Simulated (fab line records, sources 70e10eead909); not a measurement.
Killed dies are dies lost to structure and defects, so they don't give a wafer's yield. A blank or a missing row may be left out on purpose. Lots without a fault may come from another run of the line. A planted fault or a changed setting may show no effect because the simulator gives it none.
Chamber matching | flow nand_harc | NHARC_A_CONTACT_ALD_18 on ald_metal-01: 4 sister chambers
The step deposits TiN, target thk 3 nm, pulse time 1 s, ald cycles 150. 16 wafers are shown with their chamber, then 8 later ones without.

WAFERS WITH THEIR CHAMBER
wafer  | chamber | heater_power_w (W) | precursor_pulse_height_rel
L074.2 | 0       | 1263               | 1.022
L074.3 | 3       | 1027               | 1.022
L074.5 | 1       | 1161               | 0.979
L080.1 | 3       | 999                | 0.990
L080.2 | 0       | 1343               | 1.016
L080.6 | 2       | 1209               | 0.983
L083.2 | 2       | 1195               | 0.956
L083.3 | 1       | 1163               | 1.030
L083.4 | 0       | 1268               | 0.974
L082.2 | 0       | 1281               | 1.044
L082.3 | 1       | 1179               | 1.008
L082.5 | 0       | 1279               | 1.007
L087.2 | 0       | 1333               | 1.033
L087.3 | 1       | 1122               | 1.001
L087.5 | 3       | 1033               | 0.993
L090.1 | 1       | 1165               | 1.023

SIGNATURES (means of the wafers above)
reading                    | chamber 0 | chamber 1 | chamber 2 | chamber 3 | scatter within a chamber
heater_power_w             | 1294.50   | 1158.00   | 1202.00   | 1019.67   | 26.7
precursor_pulse_height_rel | 1.01600   | 1.00820   | 0.96950   | 1.00167   | 0.0215
Rule: a wafer's distance from a chamber is the root of the sum, over the readings, of the square of ((its reading less the chamber's mean) divided by the reading's scatter). The wafer belongs to the nearest chamber; if the next one is less than 2 further off, it can't be placed. The scatter: the root of (the sum of the squares of (reading less its chamber's mean) over the shown wafers, divided by (wafers less chambers)).

WAFERS WITHOUT THEIR CHAMBER
wafer  | heater_power_w (W) | precursor_pulse_height_rel
L090.5 | 1009               | 0.992
L090.6 | 1164               | 1.004
L094.2 | 1133               | 0.996
L094.3 | 1385               | 1.004
L094.6 | 1042               | 1.001
L097.1 | 1126               | 0.979
L097.2 | 1155               | 0.980
L097.4 | 1048               | 0.999

WHICH CHAMBER EACH WENT THROUGH
wafer  | from the rows above     | in truth
L090.5 | 3                       | 3
L090.6 | can't be placed: 1 or 2 | 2
L094.2 | can't be placed: 1 or 2 | 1
L094.3 | 0                       | 0
L094.6 | 3                       | 3
L097.1 | can't be placed: 1 or 2 | 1
L097.2 | can't be placed: 1 or 2 | 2
L097.4 | 3                       | 3
Placed correctly: 4 of 8. Can't be placed from these rows: 4 (the true chamber is among the candidates in 4). Placed wrongly: 0.
